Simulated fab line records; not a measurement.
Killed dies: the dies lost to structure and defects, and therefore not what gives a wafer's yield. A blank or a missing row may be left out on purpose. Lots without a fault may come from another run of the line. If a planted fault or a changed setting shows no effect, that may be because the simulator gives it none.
Struck lot and sound lot, side by side | flow n5_finfet | 39 out of 1938 route steps
Sound: these wafers, L787.1, L787.3, L787.6. Wafers struck: L805.1, L805.2, L805.5. At the end, the cause is stated.
At each step with rows: each side's tool, then ch and its chambers, then its first start. Under that, the readings that differ: sound wafers | struck wafers | difference of the means | sigmas: that difference in standard deviations of wafers without a fault.
alike: same words and numbers on both sides, and readings whose means sit less than 2 such deviations apart. not compared: any withheld reading, any reading some wafer has no value for, any bound like >300 that may hide the same value, and any number with overlapping values for which the record gives no deviation.
The two part at a step that has a row with sigmas, a row that says differs or no value, or rows on one side only. Non-overlapping numbers with no deviation appear without sigmas and do not part them. Lack of a reading on every wafer of one side parts them only where that side has two or more wafers.

first, 9 steps without rows for these wafers: N5_BEOL_M0_SAQP_STRIP_75 (strips in CF4); N5_BEOL_M0_CUTY_COAT_50 (time 60 s, resist thk 15 nm); N5_BEOL_M0_CUTY_COAT_51 (resist thk 150 nm); N5_BEOL_M0_CUTY_EBR_52; N5_BEOL_M0_CUTY_SOFTBAKE_53 (time 60 s); N5_BEOL_M0_CUTY_EXPOSE_54 (exposes mask M0 ABLK); N5_BEOL_M0_CUTY_PEB_55 (peb time 60 s); N5_BEOL_M0_CUTY_DEVELOP_56 (develop time 30 s); N5_BEOL_M0_CUTY_DESCUM_61 (chemistry O2, time 7.9 s).
N5_BEOL_M0_CUTY_ETCH_62: etches SiARC in CF4, time 58.5 s.
  sound on rie_diel-05 ch 1,2,3, day 6 01:12; struck on rie_diel-05 ch 1,2,3, day 10 10:10
  alike: drypump_motor_current_A, etch_rf_on_time_s, oes_product_au, rf_vpp_V, showerhead_plenum_p_Torr, throttle_valve_pct
  not compared: rf_hours_counter_h
then, 28 steps without rows for these wafers: N5_BEOL_M0_CUTY_ETCH_63 (etches SOC in N2/H2, target depth 82.7 nm, overetch 16.5 nm, time 124 s); N5_BEOL_M0_CUTY_STRIP_64 (strips in N2/H2); N5_BEOL_M0_ETCH_138 (etches SiCN in CH3F/O2, target depth 12 nm, time 31.6 s); N5_BEOL_M0_HM_OPEN_105 (chemistry Cl2/BCl3, target TiN, target depth 12 nm); N5_BEOL_M0_STRIP_140 (strips in CF4); N5_BEOL_M0_STRIP_104 (strips in N2/H2); N5_BEOL_M0_WET_ETCH_106 (etches SiO2 in DHF, target depth 130 nm, rinse time 30 s); N5_BEOL_M0_ETCH_128 (etches SiCN in CF4/N2, target depth 12 nm, overetch 5.1 nm, time 21.4 s); N5_BEOL_M0_TRENCH_ETCH_107 (etches SiOC in C4F6/O2, target depth 32.8 nm, time 16.4 s); N5_BEOL_M0_STRIP_142 (strips in N2/H2, time 10 s); N5_BEOL_M0_HM_STRIP_129 (strips TiN in peroxide tin strip, target depth 17 nm, time 108 s); N5_BEOL_M0_SRD_130 (time 30 s); N5_BEOL_M0_ETCH_109 (etches SiCN in CH3F/O2, target depth 8 nm, overetch 2.4 nm, time 27.4 s); N5_BEOL_M0_STRIP_139 (strips in post etch residue remover, time 60 s); N5_BEOL_M0_SRD_111 (time 30 s); N5_BEOL_M0_DEGAS_112 (time 60 s); N5_BEOL_M0_PRE_CLEAN_113 (time 30 s); N5_BEOL_M0_ALD_136 (deposits TaN, pulse time 2 s, purge time 3 s, co reactant purge time 2 s); N5_BEOL_M0_SURFACE_TREAT_137; N5_BEOL_M0_CVD_115 (deposits Co from CCTBA/H2, time 120 s); N5_BEOL_M0_SPUTTER_116 (material Cu, target thk 4 nm, time 7.37 s); N5_BEOL_M0_ANNEAL_117 (time 60 s); N5_BEOL_M0_SPUTTER_132 (material Cu, target thk 4 nm, time 7.37 s); N5_BEOL_M0_ANNEAL_133 (time 60 s); N5_BEOL_M0_SPUTTER_134 (material Cu, target thk 4 nm, time 7.37 s); N5_BEOL_M0_ANNEAL_135 (time 60 s); N5_BEOL_M0_SPUTTER_141 (material Cu, target thk 4 nm, time 7.37 s); N5_BEOL_M0_ECD_118 (material Cu, target thk 300 nm).
-- a jump in the record: the struck wafers' starts before and after are 8 days apart (it breaks off in module BEOL_M0 and resumes in module PASSIVATION, where the first step shown is number 1936 of the route) --
N5_PASSIVATION_PROBE_49:
  record: rows for the struck wafers here (prober-01, day 18 10:34), none for the sound ones

## WHERE THEY PART
At N5_PASSIVATION_PROBE_49 and nowhere else, as far as this record goes.

WHY: what the simulator had put in
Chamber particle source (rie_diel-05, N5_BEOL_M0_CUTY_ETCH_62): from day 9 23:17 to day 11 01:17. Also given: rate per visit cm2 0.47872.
